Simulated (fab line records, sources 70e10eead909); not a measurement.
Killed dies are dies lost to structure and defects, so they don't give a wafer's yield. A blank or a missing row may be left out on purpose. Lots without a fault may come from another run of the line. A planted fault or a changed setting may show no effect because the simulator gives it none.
A struck lot beside a sound one | flow nand_harc | 14 steps out of a route of 1302
Sound: wafers L308.2, L308.5, L308.6. Struck: wafer L315.4. The cause comes at the end.
At each step with rows: each side's tool, then ch and its chambers, then its first start. Under that, the readings that differ: sound wafers | struck wafers | difference of the means | sigmas: that difference in standard deviations of wafers without a fault.
alike: readings whose means differ by less than 2 such deviations, and words and numbers that are the same on both sides. not compared: withheld readings, readings that some wafer has no value for, bounds like >300 that may hide the same value, and numbers for which the record gives no deviation and whose values overlap.
The two part at a step that has a row with sigmas, a row that says differs or no value, or rows on one side only. Numbers that don't overlap but have no deviation are shown without sigmas and don't part them. A reading that every wafer of one side lacks parts them only if that side has two wafers or more.

first, 1 step without rows for these wafers: NHARC_P_ZERO_WELL_SRD_69.
NHARC_P_ZERO_WELL_RTA_42: time 300 s.
  sound on rtp_anneal-02 ch 0, day 2 23:07; struck on rtp_anneal-02 ch 0, day 5 21:16
  alike: anneal_temp_c_max, lamp_power_pct, lamp_zone_3_pct, lamp_zone_6_pct, wafer_temp_C_max
NHARC_P_ZERO_WELL_INSPECT_43:
  sound on defect_inspect-01, day 2 23:41; struck on defect_inspect-02, day 5 21:37
  alike: raw_defect_count
then, 9 steps without rows for these wafers: NHARC_P_STI_ETCH_26 (etches SiO2 in dHF, target depth 11 nm); NHARC_P_STI_PRECLEAN_27 (cleans in SC1); NHARC_P_STI_SRD_28; NHARC_P_STI_OXIDE_29 (material SiO2, target thk 10 nm, ox time 1362 s); NHARC_P_STI_HM_DEP_30 (deposits Si3N4, target thk 80 nm, time 873 s); NHARC_P_STI_DEHYDRATE_01 (time 120 s); NHARC_P_STI_HMDS_02 (time 30 s); NHARC_P_STI_COAT_41 (time 65 s); NHARC_P_STI_COAT_03 (resist thk 600 nm).
NHARC_P_STI_SOFTBAKE_04: time 70 s.
  sound on litho_track-07 ch 0, day 3 14:00; struck on litho_track-07 ch 0, day 6 14:00
  reading                  | sound             | struck | difference | sigmas
  heater_power_total_W (W) | 201.5 202.0 199.2 | 207.3  | +6.4       | +5
  alike: exhaust_pa
  not compared: plate_temp_C
then, 1 step without rows for these wafers: NHARC_P_STI_EBR_05.

WHERE THEY PART
Only at NHARC_P_STI_SOFTBAKE_04, within this record.

WHY: what the simulator had put in
Process parameter drift: litho_track-07, from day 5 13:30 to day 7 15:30, at NHARC_P_STI_SOFTBAKE_04. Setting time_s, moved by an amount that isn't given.
